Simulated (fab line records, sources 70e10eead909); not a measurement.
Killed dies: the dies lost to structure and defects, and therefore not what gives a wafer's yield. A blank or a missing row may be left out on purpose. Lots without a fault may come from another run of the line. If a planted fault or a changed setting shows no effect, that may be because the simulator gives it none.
fab line records ; flow nand_harc ; part 1 of 2: steps 1 to 29 of 41
record lots=5; wafers=15; last_day=22
route steps=1159 shown P_CONTACT@244 P_M0@253 P_M1@285
lots that met no fault: from a run of the same line without faults
start_h: hours from the record's first day to the start of the lot's first wafer shown ; wait_h: how many hours have passed since the lot's step before this one ; " repeats the value in the row above ; L1.1+2: a single row standing in for several wafers ; - value missing, or start not given ; * or withheld: withheld ; < > ~ a bound
route shown NAME@n: NAME is a module with steps in the file, n the number in the route of the first one ; usual: mean and standard deviation over wafers with no fault ; same: alike in all rows ; chamber/n: place in a boat ; sites: the reading at each site ; _std_site: the standard deviation of these ; _edge_site: outer sites' mean less inner sites' ; radius_mm: how far each site lies from the wafer's centre ; mask NAME#n: copy n ; behind: the most recent tool/chamber to have shaped the wafer ; hold: why the lot went on hold/how many hours it stayed there/how the hold came to an end ; device: the transistor (n, p or np) that didn't switch ; end of line: the same wafers' tests at the end of the route ; step lacking rows: just its recipe ; killed: the dies lost at the first sort to structure and to defects; this is not the yield of the wafer ; map: dies across one wafer; x = killed, . = not, _ = none there
set.NAME: the setting the step ran with; set.NAME@STEP: the setting that earlier step ran with ; model.NAME: the simulator's own value behind a step, which no gauge read
certain route steps with their lots: each step a table, each wafer a row
services: when a tool's chamber went out of use (start_h, in hours from the record's first day, below 0 if earlier), for how many hours, and the reason
## steps
# step NHARC_P_CONTACT_DEGAS_38
# recipe temp_c=300; time_s=60
# usual heater_power_w=471/40
lot.wafer;tool;chamber;start_h;wait_h;heater_power_w
L074.3;pvd_sputter-01;-;111.37;-;527
L074.2;pvd_sputter-01;-;111.37;-;430
L074.6;pvd_sputter-01;-;111.37;-;526
L077.1;pvd_sputter-03;-;128.11;-;472
L077.3;pvd_sputter-03;-;128.11;-;434
L077.6;pvd_sputter-03;-;128.11;-;444
L080.4;pvd_sputter-01;-;139.62;-;431
L080.1;pvd_sputter-01;-;139.62;-;522
L080.3;pvd_sputter-01;-;139.62;-;427
L079.1;pvd_sputter-02;-;140.15;-;443
L079.4;pvd_sputter-02;-;140.15;-;477
L079.5;pvd_sputter-02;-;140.15;-;427
L086.2;pvd_sputter-01;-;190.76;-;404
L086.3;pvd_sputter-01;-;190.76;-;442
L086.5;pvd_sputter-01;-;190.76;-;564
# step NHARC_P_CONTACT_PRE_CLEAN_39
# recipe time_s=19.5; bias_v=250; gas=Ar
lot.wafer;tool;chamber;start_h;wait_h
L074.3+2+6;pvd_sputter-01;-;-;-
L077.1+3+6;pvd_sputter-03;-;-;-
L080.3+1+4;pvd_sputter-01;-;-;-
L079.1+4+5;pvd_sputter-02;-;-;-
L086.2+3+5;pvd_sputter-01;-;-;-
# step NHARC_P_CONTACT_PVD_32
# recipe target_thk_a=50; chamber_pressure_pa=5; power_w=5000; substrate_temp_c=200; time_s=17.7; material=Ti
# usual substrate_temp_c=199.98/0.16; throttle_valve_pct=30.2/0.72
lot.wafer;tool;chamber;start_h;wait_h;substrate_temp_c;throttle_valve_pct
L074.3;pvd_sputter-01;-;-;-;199.82;30.2
L074.2;pvd_sputter-01;-;-;-;200.13;29.4
L074.6;pvd_sputter-01;-;-;-;200.03;30.4
L077.1;pvd_sputter-03;-;-;-;199.92;29.5
L077.3;pvd_sputter-03;-;-;-;200.12;30.3
L077.6;pvd_sputter-03;-;-;-;199.90;31.2
L080.4;pvd_sputter-01;-;-;-;200.07;30.8
L080.1;pvd_sputter-01;-;-;-;200.31;28.6
L080.3;pvd_sputter-01;-;-;-;199.92;30.0
L079.4;pvd_sputter-02;-;-;-;199.71;30.7
L079.1;pvd_sputter-02;-;-;-;199.90;30.6
L079.5;pvd_sputter-02;-;-;-;199.89;30.7
L086.2;pvd_sputter-01;-;-;-;200.24;28.5
L086.3;pvd_sputter-01;-;-;-;200.12;30.9
L086.5;pvd_sputter-01;-;-;-;200.14;30.5
# step NHARC_P_CONTACT_ALD_22
# recipe target_thk_a=30; pulse_time_s=1; ald_cycles=150; temp_c=450; material=TiN
# usual heater_power_w=1157/130; precursor_pulse_height_rel=0.998/0.02
lot.wafer;tool;chamber;start_h;wait_h;heater_power_w;precursor_pulse_height_rel
L074.2;ald_metal-02;1;111.65;-;1157;0.981
L074.3;ald_metal-02;3;111.65;-;1153;0.996
L074.6;ald_metal-02;0;111.65;-;1146;1.013
L077.1;ald_metal-04;1;128.34;-;895;0.993
L077.3;ald_metal-04;2;128.34;-;1099;1.032
L077.6;ald_metal-04;1;128.34;-;908;1.018
L080.4;ald_metal-01;2;139.86;-;1122;0.995
L080.3;ald_metal-01;0;139.86;-;1341;1.006
L080.1;ald_metal-01;1;139.86;-;1279;0.981
L079.1;ald_metal-02;2;140.38;-;1272;0.984
L079.4;ald_metal-02;1;140.38;-;1143;0.997
L079.5;ald_metal-02;3;140.38;-;1170;1.016
L086.3;ald_metal-01;0;191.01;-;1363;0.997
L086.2;ald_metal-01;1;191.01;-;1255;0.993
L086.5;ald_metal-01;1;191.01;-;1265;0.964
# step NHARC_P_CONTACT_CVD_23
# recipe target_thk_a=2000; temp_c=300; pressure_torr=40; wf6_flow_sccm=40; h2_flow_sccm=1600; ar_flow_sccm=1560; time_s=557; material=W
# usual heater_power_w=493/33; throttle_valve_pct=8.03/0.27
lot.wafer;tool;chamber;start_h;wait_h;heater_power_w;throttle_valve_pct
L074.2;cvd_w-01;0;-;-;501;8.60
L074.3;cvd_w-01;1;-;-;448;8.23
L074.6;cvd_w-01;1;-;-;454;8.03
L077.1;cvd_w-02;0;-;-;480;7.57
L077.3;cvd_w-02;1;-;-;543;8.21
L077.6;cvd_w-02;1;-;-;554;7.97
L080.1;cvd_w-01;0;-;-;482;8.52
L080.3;cvd_w-01;0;-;-;481;8.44
L080.4;cvd_w-01;1;-;-;466;8.06
L079.1;cvd_w-02;0;-;-;485;7.65
L079.4;cvd_w-02;1;-;-;557;7.95
L079.5;cvd_w-02;0;-;-;489;7.61
L086.2;cvd_w-01;0;-;-;489;8.05
L086.3;cvd_w-01;1;-;-;478;8.10
L086.5;cvd_w-01;1;-;-;483;8.07
# step NHARC_P_CONTACT_CMP_24
# recipe t_overpolish_s=30; target_thk_nm=200
# usual motor_current_A=12.4/1.4; overpolish_run_s=29.999/0.0082; pad_life_wafers=250/130; time_to_endpoint_s=41.0/2.7
lot.wafer;tool;chamber;start_h;wait_h;motor_current_A;overpolish_run_s;pad_life_wafers;time_to_endpoint_s
L074.3;cmp-04;1;112.50;0.4;11.3;30.004;18;37.8
L074.2;cmp-04;0;112.50;0.4;10.5;30.005;21;37.6
L074.6;cmp-04;2;112.50;0.4;13.7;30.013;-;36.3
L077.3;cmp-01;3;130.01;0.3;10.4;29.982;246;38.0
L077.1;cmp-01;1;130.01;0.3;11.5;29.990;248;41.5
L077.6;cmp-01;0;130.01;0.3;12.3;30.029;-;39.6
L080.4;cmp-03;2;143.43;0.3;13.9;30.000;426;39.8
L080.1;cmp-03;0;143.43;0.3;14.7;29.990;428;38.5
L080.3;cmp-03;1;143.43;0.3;13.7;29.987;429;39.9
L079.4;cmp-01;3;143.57;0.3;10.1;30.006;326;42.6
L079.1;cmp-01;0;143.57;0.3;12.2;29.996;327;45.1
L079.5;cmp-01;2;143.57;0.3;12.7;29.995;-;44.4
L086.3;cmp-01;3;199.07;0.4;10.1;29.987;85;40.6
L086.2;cmp-01;1;199.07;0.4;11.6;30.001;87;45.0
L086.5;cmp-01;3;199.07;0.4;9.7;30.012;-;42.9
# step NHARC_P_CONTACT_SRD_26
lot.wafer;tool;chamber;start_h;wait_h
L074.3+2+6;wet_bench-05;3,5,7;112.82;0.0
L077.6+1+3;wet_bench-01;5,0,1;130.32;0.0
L080.1+3+4;wet_bench-05;1,2,3;143.75;0.0
L079.1+5+4;wet_bench-09;0,3,4;143.85;0.0
L086.5+3+2;wet_bench-01;1,3,4;199.37;0.0
# step NHARC_P_CONTACT_INSPECT_27
# usual raw_defect_count=276/110
lot.wafer;tool;chamber;start_h;wait_h;raw_defect_count
L074.2;defect_inspect-01;-;112.90;0.1;203
L074.3;defect_inspect-01;-;112.90;0.1;186
L074.6;defect_inspect-01;-;112.90;0.1;321
L077.1;defect_inspect-02;-;130.40;0.1;413
L077.3;defect_inspect-02;-;130.40;0.1;434
L077.6;defect_inspect-02;-;130.40;0.1;199
L080.1;defect_inspect-02;-;143.83;0.1;463
L080.3;defect_inspect-02;-;143.83;0.1;387
L080.4;defect_inspect-02;-;143.83;0.1;256
L079.1;defect_inspect-01;-;143.92;0.1;449
L079.4;defect_inspect-01;-;143.92;0.1;269
L079.5;defect_inspect-01;-;143.92;0.1;197
L086.2;defect_inspect-02;-;199.45;0.1;104
L086.3;defect_inspect-02;-;199.45;0.1;133
L086.5;defect_inspect-02;-;199.45;0.1;120
# step NHARC_P_M0_DEP_00
# recipe target_thk_a=1500; target_thk_nm=150; temp_c=withheld; pressure_torr=5; flow_sccm=200; rf_w=600; material=SiOC
lot.wafer;tool;chamber;start_h;wait_h
L074.3+2+6;pecvd-02;1,0,2;112.97;0.1
L077.3+1+6;pecvd-02;1,2,0;130.47;0.1
L080.1+3+4;pecvd-03;2,1,0;143.91;0.1
L079.1+5+4;pecvd-02;1,2,0;143.99;0.1
L086.2+3+5;pecvd-02;2,1,1;199.51;0.1
# step NHARC_P_M0_DEHYDRATE_01
# recipe temp_c=150; time_s=120
lot.wafer;tool;chamber;start_h;wait_h
L074.2+3+6;litho_track-04;0;113.37;-
L077.1+3+6;litho_track-06;0;130.88;-
L080.1+3+4;litho_track-01;0;144.31;-
L079.1+4+5;litho_track-06;0;144.39;-
L086.2+3+5;litho_track-01;0;199.92;-
# step NHARC_P_M0_HMDS_02
# recipe time_s=30
lot.wafer;tool;chamber;start_h;wait_h
L074.2+3+6;litho_track-04;0;-;-
L077.1+3+6;litho_track-06;0;-;-
L080.1+3+4;litho_track-01;0;-;-
L079.1+4+5;litho_track-06;0;-;-
L086.2+3+5;litho_track-01;0;-;-
# step NHARC_P_M0_COAT_33
# recipe temp_c=200; time_s=65
lot.wafer;tool;chamber;start_h;wait_h
L074.2+3+6;litho_track-04;0;-;-
L077.1+3+6;litho_track-06;0;-;-
L080.1+3+4;litho_track-01;0;-;-
L079.1+4+5;litho_track-06;0;-;-
L086.2+3+5;litho_track-01;0;-;-
# step NHARC_P_M0_COAT_03
# recipe spin_rpm=1500; resist_thk_nm=90
lot.wafer;tool;chamber;start_h;wait_h
L074.2+3+6;litho_track-04;0;-;-
L077.1+3+6;litho_track-06;0;-;-
L080.1+3+4;litho_track-01;0;-;-
L079.1+4+5;litho_track-06;0;-;-
L086.2+3+5;litho_track-01;0;-;-
# step NHARC_P_M0_SOFTBAKE_04
# recipe temp_c=105; time_s=55
lot.wafer;tool;chamber;start_h;wait_h
L074.2+3+6;litho_track-04;0;-;-
L077.1+3+6;litho_track-06;0;-;-
L080.1+3+4;litho_track-01;0;-;-
L079.1+4+5;litho_track-06;0;-;-
L086.2+3+5;litho_track-01;0;-;-
# step NHARC_P_M0_EBR_05
lot.wafer;tool;chamber;start_h;wait_h
L074.2+3+6;litho_track-04;0;-;-
L077.1+3+6;litho_track-06;0;-;-
L080.1+3+4;litho_track-01;0;-;-
L079.1+4+5;litho_track-06;0;-;-
L086.2+3+5;litho_track-01;0;-;-
# step NHARC_P_M0_EXPOSE_06
# recipe na=1.35; target_cd_nm=90; dose_mj=81.28; mask_id=P_M0
lot.wafer;tool;chamber;start_h;wait_h;mask
L074.2+3+6;arfi_scanner-03;0;113.67;-;P_M0#0
L077.1+3+6;arfi_scanner-02;0;131.17;-;P_M0#0
L080.1+3+4;arfi_scanner-01;0;144.47;-;P_M0#0
L079.1+4+5;arfi_scanner-02;0;144.68;-;P_M0#0
L086.2+3+5;arfi_scanner-03;0;200.22;-;P_M0#0
# step NHARC_P_M0_PEB_07
# recipe peb_temp_c=100; peb_time_s=65
lot.wafer;tool;chamber;start_h;wait_h
L074.2+3+6;litho_track-04;0;113.72;0.1
L077.1+3+6;litho_track-01;0;131.23;0.1
L080.1+3+4;litho_track-01;0;144.53;0.1
L079.1+4+5;litho_track-01;0;144.75;0.1
L086.2+3+5;litho_track-01;0;200.27;0.1
# step NHARC_P_M0_DEVELOP_08
# recipe develop_time_s=35; dev_temp_c=23
lot.wafer;tool;chamber;start_h;wait_h
L074.2+3+6;litho_track-04;0;-;-
L077.1+3+6;litho_track-01;0;-;-
L080.1+3+4;litho_track-01;0;-;-
L079.1+4+5;litho_track-01;0;-;-
L086.2+3+5;litho_track-01;0;-;-
# step NHARC_P_M0_CD_MEAS_09
# recipe target_cd_nm=90; landing_energy_ev=500
# usual cd_nm=90.2/0.61
lot.wafer;tool;chamber;start_h;wait_h;cd_nm
L074.2;cd_sem-02;0;113.81;-;90.3
L074.3;cd_sem-02;0;113.81;-;89.6
L074.6;cd_sem-02;0;113.81;-;88.8
L077.1;cd_sem-03;0;131.30;-;89.9
L077.3;cd_sem-03;0;131.30;-;90.0
L077.6;cd_sem-03;0;131.30;-;90.2
L080.1;cd_sem-03;0;144.62;-;90.4
L080.3;cd_sem-03;0;144.62;-;90.1
L080.4;cd_sem-03;0;144.62;-;90.9
L079.1;cd_sem-03;0;144.83;-;91.6
L079.4;cd_sem-03;0;144.83;-;91.4
L079.5;cd_sem-03;0;144.83;-;91.1
L086.2;cd_sem-03;0;200.35;-;90.8
L086.3;cd_sem-03;0;200.35;-;90.7
L086.5;cd_sem-03;0;200.35;-;91.2
# step NHARC_P_M0_OVL_MEAS_10
# recipe pitch_nm=180
# usual overlay_x_nm=-0.4/0.96; overlay_y_nm=-0.3/0.73
lot.wafer;tool;chamber;start_h;wait_h;overlay_x_nm;overlay_y_nm
L074.2;overlay-01;-;113.89;-;-0.3;0.5
L074.3;overlay-01;-;113.89;-;0.2;0.2
L074.6;overlay-01;-;113.89;-;-0.2;0.2
L077.1;overlay-02;-;131.39;-;-0.5;-1.2
L077.3;overlay-02;-;131.39;-;-0.8;-1.2
L077.6;overlay-02;-;131.39;-;-0.3;-1.3
L080.1;overlay-02;-;144.71;-;0.9;-1.0
L080.3;overlay-02;-;144.71;-;0.6;-1.5
L080.4;overlay-02;-;144.71;-;0.3;-0.9
L079.1;overlay-01;-;144.92;-;0.2;-1.7
L079.4;overlay-01;-;144.92;-;0.5;-1.5
L079.5;overlay-01;-;144.92;-;0.5;-1.7
L086.2;overlay-02;-;200.44;-;0.6;-0.7
L086.3;overlay-02;-;200.44;-;1.0;-0.7
L086.5;overlay-02;-;200.44;-;0.4;-0.1
# step NHARC_P_M0_INSPECT_11
# usual raw_defect_count=4.1/2.4
lot.wafer;tool;chamber;start_h;wait_h;raw_defect_count
L074.2;defect_inspect-01;-;113.93;0.0;9
L074.3;defect_inspect-01;-;113.93;0.0;0
L074.6;defect_inspect-01;-;113.93;0.0;7
L077.1;defect_inspect-01;-;131.43;0.0;6
L077.3;defect_inspect-01;-;131.43;0.0;2
L077.6;defect_inspect-01;-;131.43;0.0;4
L080.1;defect_inspect-02;-;144.74;0.0;6
L080.3;defect_inspect-02;-;144.74;0.0;2
L080.4;defect_inspect-02;-;144.74;0.0;6
L079.1;defect_inspect-02;-;144.95;0.0;2
L079.4;defect_inspect-02;-;144.95;0.0;5
L079.5;defect_inspect-02;-;144.95;0.0;3
L086.2;defect_inspect-01;-;200.48;0.0;2
L086.3;defect_inspect-01;-;200.48;0.0;3
L086.5;defect_inspect-01;-;200.48;0.0;5
# step NHARC_P_M0_DESCUM_14
# recipe time_s=3; o2_flow_sccm=200; ar_flow_sccm=0; bias_power_w=0; chemistry=O2
# usual drypump_motor_current_A=5.7/0.33; oes_product_au=0.996/0.0096; rf_vpp_V=57.7/0.87; showerhead_plenum_p_Torr=1.94/0.095; throttle_valve_pct=11.311/0.0091
lot.wafer;tool;chamber;start_h;wait_h;drypump_motor_current_A;oes_product_au;rf_hours_counter_h;rf_vpp_V;showerhead_plenum_p_Torr;throttle_valve_pct
L074.2;rie_diel-01;1;113.99;0.1;5.2;0.988;8.7;57.8;1.93;11.313
L074.3;rie_diel-01;0;113.99;0.1;6.5;0.987;9.7;57.2;2.06;11.305
L074.6;rie_diel-01;2;113.99;0.1;6.2;0.977;-;56.9;1.88;11.318
L077.1;rie_diel-13;2;131.49;0.1;6.0;1.001;1.6;57.2;2.05;11.304
L077.3;rie_diel-13;0;131.49;0.1;5.6;1.002;1.4;58.3;1.79;11.313
L077.6;rie_diel-13;3;131.49;0.1;5.8;1.004;-;57.3;2.06;11.307
L080.4;rie_diel-04;3;144.80;0.1;5.4;1.001;2.1;58.5;1.92;11.311
L080.3;rie_diel-04;1;144.80;0.1;5.9;0.985;1.7;57.9;2.01;11.315
L080.1;rie_diel-04;2;144.80;0.1;5.4;1.007;1.7;57.7;1.90;11.298
L079.1;rie_diel-13;2;145.01;0.1;5.9;1.000;2.5;58.7;2.05;11.327
L079.4;rie_diel-13;1;145.01;0.1;5.5;1.010;2.1;56.8;1.84;11.320
L079.5;rie_diel-13;2;145.01;0.1;5.9;1.003;-;58.3;2.05;11.314
L086.2;rie_diel-04;3;200.54;0.1;5.4;1.000;6.1;57.9;1.92;11.316
L086.3;rie_diel-04;1;200.54;0.1;5.9;0.992;5.9;58.3;2.01;11.316
L086.5;rie_diel-04;2;200.54;0.1;5.4;0.996;-;57.7;1.90;11.311
# step NHARC_P_M0_ETCH_34
# recipe target_depth_a=400; overetch_a=120; time_s=43.94; ion_energy_ev=200; n2_flow_sccm=150; h2_flow_sccm=150; ar_flow_sccm=0; rf_w=400; bias_w=150; chemistry=N2/H2
# usual drypump_motor_current_A=5.8/0.35; oes_product_au=0.997/0.0095; rf_vpp_V=431/3.1; showerhead_plenum_p_Torr=2.07/0.11; throttle_valve_pct=14.173/0.0089
lot.wafer;tool;chamber;start_h;wait_h;drypump_motor_current_A;oes_product_au;rf_hours_counter_h;rf_vpp_V;showerhead_plenum_p_Torr;throttle_valve_pct
L074.3;rie_diel-01;0;114.07;0.1;6.5;0.983;9.7;434;2.19;14.165
L074.2;rie_diel-01;3;114.07;0.1;6.4;1.006;8.6;432;2.12;14.186
L074.6;rie_diel-01;0;114.07;0.1;6.6;0.990;-;434;2.19;14.165
L077.3;rie_diel-13;1;131.58;0.1;5.5;1.012;1.3;430;1.96;14.162
L077.1;rie_diel-13;3;131.58;0.1;5.8;1.007;1.7;434;2.20;14.162
L077.6;rie_diel-13;1;131.58;0.1;5.5;0.991;-;428;1.95;14.171
L080.3;rie_diel-04;1;144.89;0.1;5.9;1.001;1.7;433;2.15;14.178
L080.1;rie_diel-04;3;144.89;0.1;5.4;1.010;2.1;431;2.05;14.182
L080.4;rie_diel-04;0;144.89;0.1;5.8;0.978;2.1;432;2.05;14.166
L079.1;rie_diel-13;2;145.11;0.1;6.0;0.999;2.5;434;2.19;14.172
L079.4;rie_diel-13;3;145.11;0.1;5.8;1.007;2.8;435;2.20;14.170
L079.5;rie_diel-13;0;145.11;0.1;5.6;0.997;-;427;1.91;14.177
L086.3;rie_diel-04;1;200.62;0.1;5.9;0.990;5.9;433;2.15;14.167
L086.2;rie_diel-04;2;200.62;0.1;5.3;0.994;5.2;429;2.03;14.178
L086.5;rie_diel-04;1;200.62;0.1;5.9;0.989;-;432;2.15;14.172
# step NHARC_P_M0_ETCH_15
# recipe target_depth_a=1500; overetch_a=150; time_s=82.5; c4f8_flow_sccm=withheld; ar_flow_sccm=400; rf_w=600; bias_w=300; chemistry=C4F8/Ar
# usual oes_product_au=0.950/0.021; rf_vpp_V=442/3.1
lot.wafer;tool;chamber;start_h;wait_h;oes_product_au;rf_hours_counter_h;rf_vpp_V
L074.2;rie_diel-01;2;-;-;0.913;9.6;438
L074.3;rie_diel-01;0;-;-;0.917;9.7;446
L074.6;rie_diel-01;1;-;-;0.929;-;441
L077.1;rie_diel-13;1;-;-;0.964;1.3;437
L077.3;rie_diel-13;2;-;-;0.955;1.6;445
L077.6;rie_diel-13;1;-;-;0.978;-;438
L079.4;rie_diel-13;2;-;-;0.967;2.5;445
L079.1;rie_diel-13;3;-;-;0.956;2.8;445
L079.5;rie_diel-13;1;-;-;0.966;-;440
L080.3;rie_diel-04;3;-;-;0.929;2.1;440
L080.4;rie_diel-04;0;-;-;0.904;2.1;441
L080.1;rie_diel-04;2;-;-;0.929;1.7;440
L086.2;rie_diel-04;2;-;-;0.946;5.2;442
L086.3;rie_diel-04;3;-;-;0.962;6.1;440
L086.5;rie_diel-04;2;-;-;0.965;-;440
# step NHARC_P_M0_CD_MEAS_16
# usual cd_nm=90.2/0.91
lot.wafer;tool;chamber;start_h;wait_h;cd_nm
L074.2;cd_sem-01;-;114.30;-;90.4
L074.3;cd_sem-01;-;114.30;-;90.2
L074.6;cd_sem-01;-;114.30;-;88.4
L077.1;cd_sem-01;-;131.79;-;89.5
L077.3;cd_sem-01;-;131.79;-;90.5
L077.6;cd_sem-01;-;131.79;-;90.5
L079.1;cd_sem-03;-;145.31;-;90.4
L079.4;cd_sem-03;-;145.31;-;90.9
L079.5;cd_sem-03;-;145.31;-;90.3
L080.1;cd_sem-03;-;145.55;-;89.7
L080.3;cd_sem-03;-;145.55;-;90.3
L080.4;cd_sem-03;-;145.55;-;90.1
L086.2;cd_sem-02;-;200.84;-;90.5
L086.3;cd_sem-02;-;200.84;-;90.8
L086.5;cd_sem-02;-;200.84;-;89.9
# step NHARC_P_M0_STRIP_18
# recipe power_w=1000; n2_flow_sccm=150; h2_flow_sccm=150; ar_flow_sccm=0; bias_w=0; chemistry=N2/H2
# usual drypump_motor_current_A=5.8/0.37; oes_product_au=0.997/0.0092; power_w=1000/3.5; rf_vpp_V=90.9/0.9; showerhead_plenum_p_Torr=2.07/0.099; throttle_valve_pct=14.171/0.009
lot.wafer;tool;chamber;start_h;wait_h;drypump_motor_current_A;oes_product_au;power_w;rf_hours_counter_h;rf_vpp_V;showerhead_plenum_p_Torr;throttle_valve_pct
L074.3;rie_diel-13;1;114.37;0.1;5.5;0.999;1003;0.6;89.0;1.95;14.160
L074.2;rie_diel-13;2;114.37;0.1;6.0;0.999;998;0.8;91.2;2.19;14.159
L074.6;rie_diel-13;1;114.37;0.1;5.5;0.993;1003;-;89.2;1.95;14.183
L077.1;rie_diel-04;2;131.89;0.1;5.4;1.004;1004;0.9;90.2;2.03;14.177
L077.3;rie_diel-04;0;131.89;0.1;5.8;0.989;999;0.9;91.2;2.05;14.189
L077.6;rie_diel-04;1;131.89;0.1;5.9;1.001;998;-;90.4;2.15;14.158
L079.4;rie_diel-13;0;145.42;0.1;5.6;0.992;1003;2.5;90.0;1.91;14.172
L079.1;rie_diel-13;2;145.42;0.1;6.0;0.993;1001;2.6;92.0;2.19;14.162
L079.5;rie_diel-13;3;145.42;0.1;5.8;0.999;994;-;93.6;2.20;14.174
L080.4;rie_diel-13;1;145.62;0.1;5.5;0.997;1002;2.3;90.5;1.95;14.184
L080.3;rie_diel-13;2;145.62;0.1;6.0;1.005;1002;2.6;91.8;2.19;14.170
L080.1;rie_diel-13;3;145.62;0.1;5.8;1.004;1006;2.9;91.2;2.20;14.168
L086.2;rie_diel-13;0;200.91;0.1;5.6;0.983;1002;7.4;91.1;1.90;14.173
L086.3;rie_diel-13;1;200.91;0.1;5.5;1.009;995;6.6;91.1;1.95;14.181
L086.5;rie_diel-13;0;200.91;0.1;5.6;1.002;1001;-;90.3;1.90;14.182
# step NHARC_P_M0_STRIP_19
# recipe time_s=600; temp_c=30; chemistry=post_etch_residue_remover
lot.wafer;tool;chamber;start_h;wait_h
L074.6+2+3;wet_bench-04;0,1,5;114.64;-
L077.6+3+1;wet_bench-07;5,7,0;132.14;-
L079.4+5+1;wet_bench-07;4,5,6;145.67;-
L080.4+1+3;wet_bench-06;0,3,5;145.90;-
L086.3+5+2;wet_bench-07;0,1,3;201.18;-
# step NHARC_P_M0_DEGAS_28
# recipe temp_c=250; time_s=60
# usual heater_power_w=339/32
lot.wafer;tool;chamber;start_h;wait_h;heater_power_w
L074.2;pvd_sputter-01;-;114.93;-;304
L074.3;pvd_sputter-01;-;114.93;-;383
L074.6;pvd_sputter-01;-;114.93;-;375
L077.3;pvd_sputter-02;-;132.41;-;349
L077.1;pvd_sputter-02;-;132.41;-;334
L077.6;pvd_sputter-02;-;132.41;-;342
L079.1;pvd_sputter-01;-;145.94;-;379
L079.4;pvd_sputter-01;-;145.94;-;304
L079.5;pvd_sputter-01;-;145.94;-;305
L080.1;pvd_sputter-02;-;146.17;-;321
L080.3;pvd_sputter-02;-;146.17;-;310
L080.4;pvd_sputter-02;-;146.17;-;348
L086.3;pvd_sputter-03;-;201.45;-;393
L086.2;pvd_sputter-03;-;201.45;-;325
L086.5;pvd_sputter-03;-;201.45;-;314
# step NHARC_P_M0_PRE_CLEAN_29
# recipe time_s=30; temp_c=280; gas=H2/He
# usual heater_power_w=416/39
lot.wafer;tool;chamber;start_h;wait_h;heater_power_w
L074.2;pvd_sputter-01;-;-;-;468
L074.3;pvd_sputter-01;-;-;-;460
L074.6;pvd_sputter-01;-;-;-;376
L077.1;pvd_sputter-02;-;-;-;422
L077.3;pvd_sputter-02;-;-;-;407
L077.6;pvd_sputter-02;-;-;-;416
L079.4;pvd_sputter-01;-;-;-;469
L079.1;pvd_sputter-01;-;-;-;470
L079.5;pvd_sputter-01;-;-;-;397
L080.3;pvd_sputter-02;-;-;-;404
L080.4;pvd_sputter-02;-;-;-;382
L080.1;pvd_sputter-02;-;-;-;423
L086.3;pvd_sputter-03;-;-;-;390
L086.2;pvd_sputter-03;-;-;-;480
L086.5;pvd_sputter-03;-;-;-;394
